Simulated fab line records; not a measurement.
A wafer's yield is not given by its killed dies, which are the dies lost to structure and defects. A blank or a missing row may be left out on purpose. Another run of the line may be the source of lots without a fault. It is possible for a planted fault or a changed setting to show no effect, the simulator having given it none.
Comparing a struck lot with a sound one    flow n5Finfet    14 steps out of a route of 1938
Sound: these wafers, L165.1, L165.3, L165.4. The struck wafers were L151.3, L151.5, L151.6. The cause comes at the end.
For every step that has rows: the tool of each side, followed by ch and its chambers, followed by its first start. Under that, the readings that differ: sound wafers    struck wafers    difference of the means    sigmas: that difference in standard deviations of wafers without a fault.
alike: readings whose means differ by less than 2 such deviations, and words and numbers that are the same on both sides. not compared: withheld readings, readings that some wafer has no value for, bounds like >300 that may hide the same value, and numbers for which the record gives no deviation and whose values overlap.
A row with sigmas, a row that says differs or no value, or rows on one side alone: a step with any of these is where the two part. Numbers that don't overlap but have no deviation are shown without sigmas and don't part them. A reading missing from all wafers of one side parts the sides only when that side holds two or more wafers.

first, 2 steps without rows for these wafers: N5_BEOL_M4_STRIP_65 (strips in N2/H2); N5_BEOL_M4_STRIP_75 (strips in N2/H2).
N5_BEOL_M4_STRIP_66: strips in CF4.
  sound on rieDiel-03 ch 0,2,3, day 12 07:15; struck on rieDiel-03 ch 0,1,3, day 8 14:18
  alike: biasPowerW, drypumpMotorCurrentA, oesProductAu, powerW, rfVppV, showerheadPlenumPTorr, throttleValvePct
  not compared: rfHoursCounterH
N5_BEOL_M4_HM_OPEN_17: chemistry Cl2/BCl3, target TiN, target depth 20 nm, overetch 6 nm.
  sound on rieMetal-01 ch 0,1, day 12 07:17; struck on rieMetal-03 ch 0,1, day 8 14:22
  alike: drypumpMotorCurrentA, oesProductAu, throttleValvePct
  not compared: rfHoursCounterH
N5_BEOL_M4_STRIP_19: strips in O2.
  sound on rieDiel-06 ch 0,1,3, day 12 07:24; struck on rieDiel-01 ch 1,2,3, day 8 14:27
  alike: drypumpMotorCurrentA, oesProductAu, rfVppV, showerheadPlenumPTorr, throttleValvePct
  not compared: rfHoursCounterH
N5_BEOL_M4_CD_MEAS_18: pitch 36 nm, target cd 18 nm.
  sound: cdSem-02 at day 12 07:28; struck: cdSem-02 at day 8 14:32
  alike: cdNm
then, 6 steps without rows for these wafers: N5_BEOL_M4_COAT_67 (time 60 s, resist thk 60 nm); N5_BEOL_M4_COAT_68 (time 60 s, resist thk 12 nm); N5_BEOL_M4_COAT_76 (time 60 s, resist thk 5 nm); N5_BEOL_M4_COAT_22 (resist thk 30 nm); N5_BEOL_M4_EBR_24; N5_BEOL_M4_SOFTBAKE_23 (time 60 s).
N5_BEOL_M4_EXPOSE_25: exposes mask V3, defocus 5 nm.
  struck on euvScanner-01, day 8 14:51; sound on euvScanner-01 ch 0, day 12 07:46
  no value came back on the struck wafers for dipoleOpeningDeg (degrees), exposureDoseMJCm2; on the sound wafers dipoleOpeningDeg (degrees) reads 30 30 30
  alike: mask
then, 1 step without rows for these wafers: N5_BEOL_M4_PEB_26 (peb time 60 s).

== WHERE THEY PART ==
At N5_BEOL_M4_EXPOSE_25 and nowhere else, as far as this record goes.

WHY: whatever the simulator had introduced
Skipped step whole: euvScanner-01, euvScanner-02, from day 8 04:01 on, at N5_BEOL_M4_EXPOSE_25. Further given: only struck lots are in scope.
